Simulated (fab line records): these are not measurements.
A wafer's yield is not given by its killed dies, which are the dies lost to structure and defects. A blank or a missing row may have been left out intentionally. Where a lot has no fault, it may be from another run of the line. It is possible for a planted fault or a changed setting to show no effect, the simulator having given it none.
Matching of chambers + flow n5_finfet + N5_BEOL_M14_DEP_53 on pecvd-03 has 3 sister chambers
The step deposits SiCN from 3MS/NH3, target thk 50 nm, time 17.8 s. 3 wafers are shown with their chamber, then 7 later ones without.

== WAFERS, EACH WITH ITS CHAMBER ==
| wafer  | chamber | throttle_valve_pct (%) |
|--------|---------|------------------------|
| L087.5 | 1       | 18.8                   |
| L091.1 | 0       | 21.9                   |
| L091.4 | 2       | 16.6                   |

== WAFERS WITHOUT THEIR CHAMBER ==
| wafer  | throttle_valve_pct (%) |
|--------|------------------------|
| L091.6 | 21.9                   |
| L088.3 | 21.9                   |
| L088.5 | 16.5                   |
| L088.6 | 21.6                   |
| L094.3 | 16.6                   |
| L094.5 | 22.2                   |
| L094.6 | 16.6                   |

== WHICH CHAMBER EACH WENT THROUGH ==
| wafer  | from the rows above | in truth |
|--------|---------------------|----------|
| L091.6 | 0                   | 0        |
| L088.3 | 0                   | 0        |
| L088.5 | 2                   | 2        |
| L088.6 | 0                   | 0        |
| L094.3 | 2                   | 2        |
| L094.5 | 0                   | 0        |
| L094.6 | 2                   | 2        |
Placed correctly: 7 of 7. Number that these rows cannot place: 0. Wrongly placed: 0.
How it was worked out, from the rows above alone: a wafer's distance from a chamber is the root of the sum, over the readings, of the square of ((its reading less the chamber's mean) divided by the reading's scatter). If the next closest chamber is less than 2 further off than the closest, the wafer can't be placed; otherwise it belongs to the closest. A chamber's mean is the mean of its shown wafers. The scatter: with one shown wafer a chamber, the root of the mean of the squares of how far each hidden wafer lies from its nearest shown one.
